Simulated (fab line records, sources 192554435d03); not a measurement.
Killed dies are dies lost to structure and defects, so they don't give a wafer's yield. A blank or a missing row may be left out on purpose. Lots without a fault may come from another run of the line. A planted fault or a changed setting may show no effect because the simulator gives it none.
Problem report in the 8D (eight disciplines) form, filled by code | flow n5_finfet | the parts of the form that need people (team, actions taken, sign-off) are left out

1. THE PROBLEM
barrier_field_endpoint_s at N5_BEOL_M14_CMP_49 reads a mean of 8.9 s on 3 wafers of 2 lots; wafers without a fault read 11.3 s with a standard deviation of 0.33. That is -7.2 standard deviations from the usual mean.
The step: polishes, stops on SiO2, t overpolish 5.2 s, target thk 560 nm.
First seen on wafer L927.1, day 15 05:19, on cmp-01. The record holds 28 wafers of 10 lots with a number at this step. Rule for "out", or "out of limits": more than 4 standard deviations from the usual mean. The other wafers with a number count as sound.

2. WHAT IT IS AND WHAT IT IS NOT
question                    | is                       | is not
which readings at this step | barrier_field_endpoint_s | clearing_platen_down_force_psi, motor_current_A
which lots                  | L926, L927               | L914, L915, L922, L931, L933, L934, L936, L937
which wafers of those lots  | L926.1, L927.1, L927.6   | L926.5
read on which tools         | cmp-01, cmp-02           | cmp-03
when                        | from day 15 05:19        | up to then (9 sound wafers); but 16 sound wafers of L926, L931, L933, L934, L936, L937 came after

3. SUSPECTS, AND WHAT RULES EACH OUT
Counting: a tool at a process step up to the reading stays a suspect if it ran every lot that is out. Sound lots after the first of them don't rule it out here, since some wafers of a struck lot are sound.
- rie_diel-05 at N5_BEOL_M14_DESCUM_15 (chemistry O2, time 7.9 s): kept. It ran every lot that is out, first L927 (day 15 02:07); its last sound lot up to then is L922 (day 13 21:08).
- rie_diel-05 at N5_BEOL_M14_ETCH_59 (etches BARC in N2/H2, target depth 89 nm, overetch 26.7 nm, time 67.9 s): kept. It ran every lot that is out, first L927 (day 15 02:08); its last sound lot up to then is L922 (day 13 21:10).
- pvd_sputter-02 at N5_BEOL_M14_SPUTTER_44 (material Ta, target thk 15 nm, time 24.19 s): kept. It ran every lot that is out, first L927 (day 15 04:31); its last sound lot up to then is L915 (day 12 11:16).
Left after counting: rie_diel-05 at N5_BEOL_M14_DESCUM_15, rie_diel-05 at N5_BEOL_M14_ETCH_59, pvd_sputter-02 at N5_BEOL_M14_SPUTTER_44.

4. THE CAUSE (what the simulator had put in)
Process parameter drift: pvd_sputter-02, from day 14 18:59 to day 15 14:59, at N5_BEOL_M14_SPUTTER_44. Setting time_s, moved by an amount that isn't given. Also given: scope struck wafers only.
Counting left 3 suspects, and this tool is among them.

5. THE CHAIN OF EFFECTS, in route order
Each row: a reading whose mean over the struck wafers that have a number lies more than 3 standard deviations from the usual. Only readings for which the record gives a usual standard deviation are gone through. hours: the time from each lot's start at the first step in this table that gives one to its start at this step, as a median over the lots. sigmas: the change in usual standard deviations.
hours | step               | reading                  | usual  | on struck wafers | change | sigmas
0     | N5_BEOL_M14_CMP_49 | barrier_field_endpoint_s | 11.3 s | 8.9              | -2.4   | -7.2
The process steps in it:
- N5_BEOL_M14_CMP_49: polishes, stops on SiO2, t overpolish 5.2 s, target thk 560 nm.
Later measuring or inspecting steps at which every struck wafer that the step has a row for has a number for every such reading, and none has moved that far: N5_BEOL_M14_RS_MEAS_54.

6. WHAT WOULD HAVE CAUGHT IT SOONER
In this record the first reading out of limits was taken at day 15 05:19, 10 hours after the fault began at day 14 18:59.
Of the tool readings at N5_BEOL_M14_SPUTTER_44 for which the record gives a usual standard deviation, none was out on any struck wafer, so an alarm limit of 4 standard deviations on them would not have fired.
Of the lots that are out (2), L926 began N5_BEOL_M14_SPUTTER_44 on pvd_sputter-02 after day 15 05:19. A hold on the tool at that time would have spared it.
